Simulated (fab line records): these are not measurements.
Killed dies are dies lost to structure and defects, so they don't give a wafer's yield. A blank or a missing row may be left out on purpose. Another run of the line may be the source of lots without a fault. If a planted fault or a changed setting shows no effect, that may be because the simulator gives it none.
Split-lot study ; flow n5-finfet ; 39 wafers read from 7 lots, route of 1938 steps

THE SPLIT
At N5_MIM_BOT_ETCH_ETCH_00 (etches TiN in Cl2/BCl3, target depth 45.5 nm), the setting target-depth-a was moved away from the recipe's 455 angstrom on 18 of the 39 wafers read, by -58.8% to +43.4%. For the rest of the wafers, this setting stayed at what the recipe calls for.

The split's own step is where the reading is taken.

THE READING
MIM_BOT_ETCH.cd-offset-nm (the simulator's own value, which no gauge read), in nm, at N5_MIM_BOT_ETCH_ETCH_00 (etches TiN in Cl2/BCl3, target depth 45.5 nm). The file does not state a usual value for it. The 21 wafers here that ran the recipe average -0.2 nm, standard deviation 0.35 nm.

wafer;tool, chamber at the split;target-depth-a as run, angstrom;against the recipe;MIM_BOT_ETCH.cd-offset-nm, nm;against lot-mates on the recipe
L078.2;rie-metal-02, 1;455;recipe;-0.2;-
L078.4;rie-metal-02, 1;455;recipe;-0.2;-
L078.6;rie-metal-02, 1;455;recipe;0;-
L079.1;rie-metal-01, 0;187.4;-58.8%;1.6;+1.9
L079.2;rie-metal-01, 1;187.4;-58.8%;0.8;+1.1
L079.3;rie-metal-01, 0;187.4;-58.8%;1.4;+1.7
L079.4;rie-metal-01, 1;455;recipe;-0.4;-
L079.5;rie-metal-01, 1;455;recipe;-0.8;-
L079.6;rie-metal-01, 0;455;recipe;0.2;-
L086.1;rie-metal-01, 0;652.4;+43.4%;-0.8;-0.7
L086.2;rie-metal-01, 1;455;recipe;-0.4;-
L086.3;rie-metal-01, 0;455;recipe;0.2;-
L086.4;rie-metal-01, 1;652.4;+43.4%;-1;-0.9
L086.5;rie-metal-01, 0;455;recipe;0;-
L086.6;rie-metal-01, 1;652.4;+43.4%;-1;-0.9
L087.1;rie-metal-01, 1;576.7;+26.7%;-0.8;-0.8
L087.2;rie-metal-01, 0;455;recipe;0.2;-
L087.3;rie-metal-01, 1;455;recipe;-0.2;-
L087.4;rie-metal-01, 0;576.7;+26.7%;-0.6;-0.6
L087.5;rie-metal-01, 1;576.7;+26.7%;-0.8;-0.8
L087.6;rie-metal-01, 0;455;recipe;0;-
L089.1;rie-metal-01, 0;455;recipe;0.4;-
L089.2;rie-metal-01, 0;455;recipe;0.4;-
L089.3;rie-metal-01, 0;618.3;+35.9%;-0.6;-1.0
L089.4;rie-metal-01, 0;455;recipe;0.4;-
L089.5;rie-metal-01, 0;618.3;+35.9%;-0.4;-0.8
L089.6;rie-metal-01, 0;618.3;+35.9%;-0.2;-0.6
L093.1;rie-metal-02, 0;214.8;-52.8%;0.2;+0.7
L093.2;rie-metal-02, 1;455;recipe;-0.4;-
L093.3;rie-metal-02, 1;214.8;-52.8%;0.4;+0.9
L093.4;rie-metal-02, 0;455;recipe;-0.6;-
L093.5;rie-metal-02, 1;214.8;-52.8%;0.8;+1.3
L093.6;rie-metal-02, 0;455;recipe;-0.6;-
L096.1;rie-metal-03, 1;455;recipe;-0.2;-
L096.2;rie-metal-03, 0;455;recipe;-0.6;-
L096.3;rie-metal-03, 0;558.3;+22.7%;-1;-0.6
L096.4;rie-metal-03, 1;558.3;+22.7%;-0.2;+0.2
L096.5;rie-metal-03, 1;558.3;+22.7%;-0.4;+0.0
L096.6;rie-metal-03, 0;455;recipe;-0.4;-

THE FIT
A straight line over all 39 wafers: MIM_BOT_ETCH.cd-offset-nm changes by -0.0172 nm for each +1% of target-depth-a; r = -0.81; the points scatter about the line by 0.36 nm.
The same after taking each lot's own level away (the mean of its wafers on the recipe; 39 wafers): -0.0222 nm for each +1%; r = -0.92; scatter 0.27 nm.
Per that fit: largest target-depth-a move, reading shift of 1.3 nm.
From -0.53 to 0.40 nm: that is the span of the lots' own levels, equal to 2.6 times the standard deviation above.
So the slope is not independent of the lot-to-lot level: the two fits are not the same.
Check: +1.24 nm against its lot-mates is what the line predicts for one of the wafers moved furthest among these (-58.8%) when that wafer is left out of the fit. Against them it came out at +1.93 nm.

THESE WAFERS: OTHER SPLITS
Note: prior to the reading, these wafers also went through further splits. Each is held against what the fit with the lots' levels taken away leaves over:
other split on the same wafers;wafers away from the commonest value;r with MIM_BOT_ETCH.cd-offset-nm (lot level and that fit taken away)
N5_BEOL_M13_SPUTTER_44 target-thk-a;12;-0.32

THE WHOLE CHAIN: every reading that the file lists as answering this split, in the file's order
step;what it does;reading;change (the file's fit);r (the file's)
N5_MIM_BOT_ETCH_ETCH_00;etches TiN in Cl2/BCl3, target depth 45.5 nm;etch.depth-nm (the simulator's own value, which no gauge read);+0.453 nm for each +1% of the setting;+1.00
N5_MIM_BOT_ETCH_ETCH_00;etches TiN in Cl2/BCl3, target depth 45.5 nm;MIM_BOT_ETCH.cd-offset-nm (the simulator's own value, which no gauge read);-0.0222 nm for each +1% of the setting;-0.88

FILE'S OWN FIT
MIM_BOT_ETCH.cd-offset-nm changes by -0.0222 nm for each +1% of target-depth-a, r = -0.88.
